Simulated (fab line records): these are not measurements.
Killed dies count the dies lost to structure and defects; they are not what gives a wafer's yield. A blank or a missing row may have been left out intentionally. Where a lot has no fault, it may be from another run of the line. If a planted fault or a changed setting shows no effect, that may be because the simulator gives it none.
Matching of chambers    flow n5 finfet    N5_BEOL_M5_CO_CAP_78 on cvd co-02: 3 sister chambers
The step material Co, precursor CCTBA/H2, target thk 2 nm, time 102.1 s. 6 wafers are shown with their chamber, then 10 later ones without.

== WAFERS PAIRED WITH THEIR CHAMBERS ==
wafer   chamber  heater power w (W)
L086.2  1        247
L087.1  0        224
L087.4  2        213
L087.6  1        249
L091.4  0        229
L091.5  2        220

== WAFERS WHOSE CHAMBER IS MISSING ==
wafer   heater power w (W)
L091.6  248
L093.3  227
L093.5  213
L093.6  257
L096.3  217
L096.5  246
L096.6  218
L097.1  227
L097.2  214
L097.6  248

== WHICH CHAMBER EACH ONE RAN IN ==
wafer   from the rows above      in truth
L091.6  1                        1
L093.3  0                        0
L093.5  2                        2
L093.6  1                        1
L096.3  2                        2
L096.5  1                        1
L096.6  can't be placed: 2 or 0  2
L097.1  0                        0
L097.2  2                        2
L097.6  1                        1
Placed correctly: 9 of 10. These rows do not allow placing 1 (true chamber among the candidates in 1). Number placed wrongly: 0.
How it was worked out, from the rows above alone: a wafer's distance from a chamber is the root of the sum, over the readings, of the square of ((its reading less the chamber's mean) divided by the reading's scatter). The wafer belongs to the nearest chamber; if the next one is less than 2 further off, it can't be placed. The mean given for a chamber averages the wafers shown for that chamber. How the scatter is found: for the shown wafers, subtract from each reading the mean of its chamber, square and add these, divide the total by (wafers less chambers), then take the root.
